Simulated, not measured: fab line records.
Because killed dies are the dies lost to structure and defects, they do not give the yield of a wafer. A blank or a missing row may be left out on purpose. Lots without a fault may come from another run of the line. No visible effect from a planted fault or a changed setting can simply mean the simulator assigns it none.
Split-lot study ; flow n5_finfet ; 7 lots, 21 wafers read, on a route of 1938 steps

ABOUT THE SPLIT
At N5_BEOL_M14_ILD_DEP_00 (deposits SiO2 from TEOS/O2, target thk 1119.3 nm, time 237.4 s), the setting time_s was moved away from the recipe's 237.4 s on 6 of the 21 wafers read, by -10.0% to +7.8%. All remaining wafers had this setting at the recipe value.

Split to reading: the file shows no intervening step.

THE READING
M14_ILD_THK at N5_BEOL_M14_THK_MEAS_01, in nm. Typical for fault-free wafers on this fab line: 1119 nm, with standard deviation 13 nm.

wafer;tool, chamber at the split;time_s as run, s;against the recipe;M14_ILD_THK, nm;against lot-mates on the recipe
L083.1;pecvd-04, 2;237.4;recipe;1111;-
L083.3;pecvd-04, 1;237.4;recipe;1119;-
L083.4;pecvd-04, 0;252.5;+6.4%;1198;+83
L085.2;pecvd-03, 1;220;-7.3%;1030;-102
L085.3;pecvd-03, 0;220;-7.3%;1043;-89
L085.6;pecvd-03, 1;237.4;recipe;1132;-
L089.4;pecvd-04, 1;256;+7.8%;1222;+90
L089.5;pecvd-04, 0;256;+7.8%;1212;+80
L089.6;pecvd-04, 2;237.4;recipe;1132;-
L092.1;pecvd-01, 2;237.4;recipe;1122;-
L092.2;pecvd-01, 1;237.4;recipe;1128;-
L092.5;pecvd-01, 2;237.4;recipe;1137;-
L094.1;pecvd-01, 1;237.4;recipe;1129;-
L094.4;pecvd-01, 0;237.4;recipe;1130;-
L094.5;pecvd-01, 2;213.6;-10.0%;1003;-126
L090.1;pecvd-03, 0;237.4;recipe;1101;-
L090.2;pecvd-03, 2;237.4;recipe;1115;-
L090.5;pecvd-03, 2;237.4;recipe;1124;-
L095.2;pecvd-01, 1;237.4;recipe;1126;-
L095.4;pecvd-01, 0;237.4;recipe;1144;-
L095.6;pecvd-01, 2;237.4;recipe;1140;-

FIT RESULTS
A straight line over all 21 wafers: M14_ILD_THK changes by +11.9 nm for each +1% of time_s; r = +0.98; the points scatter about the line by 10 nm.
The same after taking each lot's own level away (the mean of its wafers on the recipe; 21 wafers): +12.2 nm for each +1%; r = +0.99; scatter 7.3 nm.
According to that fit, moving time_s by its largest amount changes the reading by 1.2e+02 nm.
Across the lots, their own levels run from 1113.3 to 1136.7 nm, a range of 1.8 times the standard deviation given above.
Hence the lot-to-lot level has little effect on the slope; both slopes agree.
Check: with one of the wafers moved furthest among these (-10.0%) left out of the fit, the line predicts -122 nm for it against its lot-mates. Against them it came out at -126 nm.

ADDITIONAL SPLITS CARRIED BY THESE WAFERS
Other splits were also applied to these wafers ahead of the reading. Each is held against what the fit with the lots' levels taken away leaves over:
other split on the same wafers;wafers away from the commonest value;r with M14_ILD_THK (lot level and that fit taken away)
N5_BEOL_M13_ILD_DEP_00 time_s;7;-0.27

THE WHOLE CHAIN: every reading that the file lists as answering this split, in the file's order
step;what it does;reading;change (the file's fit);r (the file's)
N5_BEOL_M14_ILD_DEP_00;deposits SiO2 from TEOS/O2, target thk 1119.3 nm, time 237.4 s;SiO2_of_BEOL_M14_ILD_DEP_00.thk_nm (the simulator's own value, which no gauge read);+12.4 nm for each +1% of the setting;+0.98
N5_BEOL_M14_THK_MEAS_01;;M14_ILD_THK;+12.4 for each +1% of the setting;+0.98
N5_BEOL_M14_VIA_ETCH_16;etches SiO2 in C4F8/O2/Ar, target depth 1231.3 nm;etch.depth_nm (the simulator's own value, which no gauge read);+12.4 nm for each +1% of the setting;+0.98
N5_BEOL_M14_VIA_ETCH_16;etches SiO2 in C4F8/O2/Ar, target depth 1231.3 nm;coat_of_BEOL_M14_COAT_04.thk_nm (the simulator's own value, which no gauge read);-3.73 nm for each +1% of the setting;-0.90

THE FILE'S OWN FIT
M14_ILD_THK changes by +12.4 nm for each +1% of time_s, r = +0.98.
